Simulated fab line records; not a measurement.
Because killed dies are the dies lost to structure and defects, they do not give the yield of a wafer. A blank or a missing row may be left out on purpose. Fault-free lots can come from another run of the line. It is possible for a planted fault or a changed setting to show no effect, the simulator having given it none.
Code-filled problem report in 8D (eight disciplines) form :: flow nand-harc :: the parts of the form that need people (team, actions taken, sign-off) are left out

## 1. THE ISSUE
Mean of overlay-x-nm at NHARC_A_SGD_CUT_OVL_MEAS_10: 5.9 nm across 9 wafers in 3 lots; on wafers with no fault it is 0.0 nm (standard deviation 0.83). Measured from the usual mean, that is +7.1 standard deviations.
First observed at day 16 01:45: wafer L166.1, on overlay-01. At this step, 36 wafers from 12 lots have a number in the record. Rule for "out", or "out of limits": more than 4 standard deviations from the usual mean. All remaining wafers that have a number are taken as sound.

## 2. WHAT IT IS; WHAT IT IS NOT
question: which readings at this step
is: overlay-x-nm
is not: overlay-y-nm

question: which lots
is: L166, L169, L171
is not: L158, L159, L160, L161, L162, L174, L176, L178, L179

question: which wafers of those lots
is: all that have a number
is not: -

question: read on which gauges
is: overlay-01, overlay-02
is not: -

question: when
is: from day 16 01:45
is not: up to then (15 sound wafers); but 12 sound wafers of L174, L176, L178, L179 came after

## 3. SUSPECTS, AND WHAT RULES EACH OUT
Counting: a tool at any process step up to the reading remains a suspect when it ran all the lots that are out and ran no sound lot after the first of those.
- the gauge at NHARC_A_SGD_CUT_OVL_MEAS_10: ruled out. Those wafers that are out were read across 2 gauges (overlay-01, overlay-02).
- arfi-scanner-02 at NHARC_A_SGD_CUT_EXPOSE_06 (exposes mask SGD): kept. All lots that are out passed through it, beginning with L166 at day 16 01:31, and no sound lot followed; its final sound lot before that point was L162 at day 14 13:46.
The count leaves arfi-scanner-02 at NHARC_A_SGD_CUT_EXPOSE_06.

## 4. THE CAUSE (what the simulator had put in)
Scanner matching overlay: arfi-scanner-02, from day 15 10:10 on, at NHARC_A_SGD_CUT_EXPOSE_06. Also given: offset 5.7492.
This tool alone remained once counting was done.

## 5. SEQUENCE OF EFFECTS, ordered by route
Each row: a reading where the mean over the struck wafers with a number is more than 3 standard deviations away from the usual. Only readings for which the record gives a usual standard deviation are gone through. hours: the time from each lot's start at the first step in this table that gives one to its start at this step, as a median over the lots. sigmas: the change in usual standard deviations.
hours: 0
step: NHARC_A_SGD_CUT_OVL_MEAS_10
reading: overlay-x-nm
usual: 0.0 nm
on struck wafers: 5.9
change: +5.9
sigmas: +7.1
Later steps that measure or inspect, where all struck wafers having a row at the step show a number for every such reading and not one has moved that far: NHARC_END_SORT_01.

## 6. HOW IT WOULD HAVE BEEN CAUGHT EARLIER
The first out-of-limits reading at a measuring or inspecting step in this record came at day 16 01:45, 16 hours after the fault's start at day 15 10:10.
L171, L169, from the lots that are out (3), started NHARC_A_SGD_CUT_EXPOSE_06 on arfi-scanner-02 later than day 16 01:45. A hold on the tool at that time would have spared those 2.
